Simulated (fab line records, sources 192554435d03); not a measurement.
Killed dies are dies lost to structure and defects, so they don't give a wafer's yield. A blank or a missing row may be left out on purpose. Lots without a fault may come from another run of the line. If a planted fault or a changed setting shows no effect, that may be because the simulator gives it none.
Matching of chambers + flow n5-finfet + 4 sister chambers for N5_DUMMY_REMOVAL_STRIP_10 on rie-diel-03
The step strips in N2/H2, time 40 s. 4 wafers are shown with their chamber, then 7 later ones without.

== WAFERS, EACH WITH ITS CHAMBER ==
| wafer  | chamber | showerhead-plenum-p-Torr (Torr) |
|--------|---------|---------------------------------|
| L080.2 | 2       | 3.49                            |
| L087.4 | 3       | 3.39                            |
| L088.2 | 0       | 3.32                            |
| L088.3 | 1       | 3.41                            |

== WAFERS MISSING THEIR CHAMBER ==
| wafer  | showerhead-plenum-p-Torr (Torr) |
|--------|---------------------------------|
| L088.5 | 3.48                            |
| L091.1 | 3.41                            |
| L091.3 | 3.32                            |
| L091.6 | 3.48                            |
| L092.2 | 3.39                            |
| L092.5 | 3.48                            |
| L092.6 | 3.41                            |

== EACH ONE'S CHAMBER ==
| wafer  | from the rows above | in truth |
|--------|---------------------|----------|
| L088.5 | 2                   | 2        |
| L091.1 | 1                   | 1        |
| L091.3 | 0                   | 0        |
| L091.6 | 2                   | 2        |
| L092.2 | 3                   | 3        |
| L092.5 | 2                   | 2        |
| L092.6 | 1                   | 1        |
7 of 7 placed correctly. Number that these rows cannot place: 0. 0 placed wrongly.
How it was worked out, from the rows above alone: a wafer's distance from a chamber is the root of the sum, over the readings, of the square of ((its reading less the chamber's mean) divided by the reading's scatter). The wafer belongs to the nearest chamber; if the next one is less than 2 further off, it can't be placed. Each chamber's mean is taken over the wafers shown for it. The scatter (one wafer shown for each chamber): square how far every hidden wafer sits from the nearest shown wafer, average those squares and take the square root.
